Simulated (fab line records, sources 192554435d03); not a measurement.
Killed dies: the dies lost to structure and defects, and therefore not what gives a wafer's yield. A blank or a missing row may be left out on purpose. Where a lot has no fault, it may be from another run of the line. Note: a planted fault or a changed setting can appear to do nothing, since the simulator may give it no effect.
Split-lot trial | flow n5_finfet | 39 wafers read from 7 lots, route of 1938 steps

## ABOUT THE SPLIT
At N5_MOL_CONTACT_COAG_ALD_131 (deposits SiO2, target thk 5 nm, pulse time 1 s, co reactant pulse time 1 s), the setting ald_cycles was moved away from the recipe's 35 on 12 of the 39 wafers read, by -57.1% to +40.0%. All remaining wafers had this setting at the recipe value.

The reading is taken at the split's own step.

## THE READING
SiO2_of_MOL_CONTACT_COAG_ALD_131.thk_nm (the simulator's own value, which no gauge read), in nm, at N5_MOL_CONTACT_COAG_ALD_131 (deposits SiO2, target thk 5 nm, pulse time 1 s, co reactant pulse time 1 s). No usual value for it is given in the file.

wafer  | tool, chamber at the split | ald_cycles as run | against the recipe | SiO2_of_MOL_CONTACT_COAG_ALD_131.thk_nm, nm | against lot-mates on the recipe
L074.1 | ald_sin-02, 0,3,0          | 35                | recipe             | 5                                           | -
L074.5 | ald_sin-02, 0,3,0          | 35                | recipe             | 5                                           | -
L074.6 | ald_sin-02, 0,3,0          | 35                | recipe             | 5                                           | -
L076.1 | ald_sin-03, 2,1,2          | 35                | recipe             | 5                                           | -
L076.2 | ald_sin-03, 2,1,2          | 35                | recipe             | 5                                           | -
L076.4 | ald_sin-03, 2,1,2          | 35                | recipe             | 5                                           | -
L076.3 | ald_sin-03, 1,1,2          | 20                | -42.9%             | 2.8                                         | -2.2
L076.5 | ald_sin-03, 1,1,2          | 20                | -42.9%             | 2.8                                         | -2.2
L076.6 | ald_sin-03, 1,1,2          | 20                | -42.9%             | 2.8                                         | -2.2
L079.1 | ald_sin-02, 1,3,0          | 35                | recipe             | 5                                           | -
L079.3 | ald_sin-02, 1,3,0          | 35                | recipe             | 5                                           | -
L079.4 | ald_sin-02, 1,3,0          | 35                | recipe             | 5                                           | -
L079.2 | ald_sin-02, 2,1,0          | 15                | -57.1%             | 2.2                                         | -2.8
L079.5 | ald_sin-02, 2,1,0          | 15                | -57.1%             | 2.2                                         | -2.8
L079.6 | ald_sin-02, 2,1,0          | 15                | -57.1%             | 2.2                                         | -2.8
L081.1 | ald_sin-02, 0,1,2          | 22                | -37.1%             | 3.2                                         | -1.8
L081.4 | ald_sin-02, 0,1,2          | 22                | -37.1%             | 3.2                                         | -1.8
L081.5 | ald_sin-02, 0,1,2          | 22                | -37.1%             | 3.2                                         | -1.8
L081.2 | ald_sin-02, 3,2,1          | 35                | recipe             | 5                                           | -
L081.3 | ald_sin-02, 3,2,1          | 35                | recipe             | 5                                           | -
L081.6 | ald_sin-02, 3,2,1          | 35                | recipe             | 5                                           | -
L089.1 | ald_sin-03, 3,0,2,1,3,0    | 35                | recipe             | 5                                           | -
L089.2 | ald_sin-03, 3,0,2,1,3,0    | 35                | recipe             | 5                                           | -
L089.3 | ald_sin-03, 3,0,2,1,3,0    | 35                | recipe             | 5                                           | -
L089.4 | ald_sin-03, 3,0,2,1,3,0    | 35                | recipe             | 5                                           | -
L089.5 | ald_sin-03, 3,0,2,1,3,0    | 35                | recipe             | 5                                           | -
L089.6 | ald_sin-03, 3,0,2,1,3,0    | 35                | recipe             | 5                                           | -
L090.1 | ald_sin-03, 2,1,3,2,3,1    | 35                | recipe             | 5                                           | -
L090.2 | ald_sin-03, 2,1,3,2,3,1    | 35                | recipe             | 5                                           | -
L090.3 | ald_sin-03, 2,1,3,2,3,1    | 35                | recipe             | 5                                           | -
L090.4 | ald_sin-03, 2,1,3,2,3,1    | 35                | recipe             | 5                                           | -
L090.5 | ald_sin-03, 2,1,3,2,3,1    | 35                | recipe             | 5                                           | -
L090.6 | ald_sin-03, 2,1,3,2,3,1    | 35                | recipe             | 5                                           | -
L092.1 | ald_sin-02, 1,2,3          | 49                | +40.0%             | 7                                           | +2.0
L092.3 | ald_sin-02, 1,2,3          | 49                | +40.0%             | 7                                           | +2.0
L092.4 | ald_sin-02, 1,2,3          | 49                | +40.0%             | 7                                           | +2.0
L092.2 | ald_sin-02, 0,1,2          | 35                | recipe             | 5                                           | -
L092.5 | ald_sin-02, 0,1,2          | 35                | recipe             | 5                                           | -
L092.6 | ald_sin-02, 0,1,2          | 35                | recipe             | 5                                           | -
The file does not say which wafer passed through which chamber wherever a row lists several chambers: such a row stands for several wafers.

THE FIT
A straight line over all 39 wafers: SiO2_of_MOL_CONTACT_COAG_ALD_131.thk_nm changes by +0.0497 nm for each +1% of ald_cycles; r = +1.00; the points scatter about the line by 0.027 nm.
The same after taking each lot's own level away (the mean of its wafers on the recipe; 39 wafers): +0.0497 nm for each +1%; r = +1.00; scatter 0.027 nm.
Per that fit: largest ald_cycles move, reading shift of 2.8 nm.
The lots' own levels span 5.00 to 5.00 nm.
So the lot-to-lot level changes the slope little: the two slopes agree.
Check: for one of the wafers moved furthest among these (-57.1%), held out of the fit, the line's prediction against its lot-mates is -2.84 nm. It came out at -2.8 nm against them.

## ADDITIONAL SPLITS CARRIED BY THESE WAFERS
Note: prior to the reading, these wafers also went through further splits. Each is held against what the fit with the lots' levels taken away leaves over:
other split on the same wafers        | wafers away from the commonest value | r with SiO2_of_MOL_CONTACT_COAG_ALD_131.thk_nm (lot level and that fit taken away)
N5_FIN_SAQP_PECVD_06 time_s           | 6                                    | +0.04
N5_FIN_SAQP_ETCH_65 time_s            | 15                                   | +0.19
N5_HKMG_FIN_DEVELOP_11 develop_time_s | 12                                   | +0.01

## THE FILE'S OWN FIT
SiO2_of_MOL_CONTACT_COAG_ALD_131.thk_nm changes by +0.0496 nm for each +1% of ald_cycles, r = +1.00.
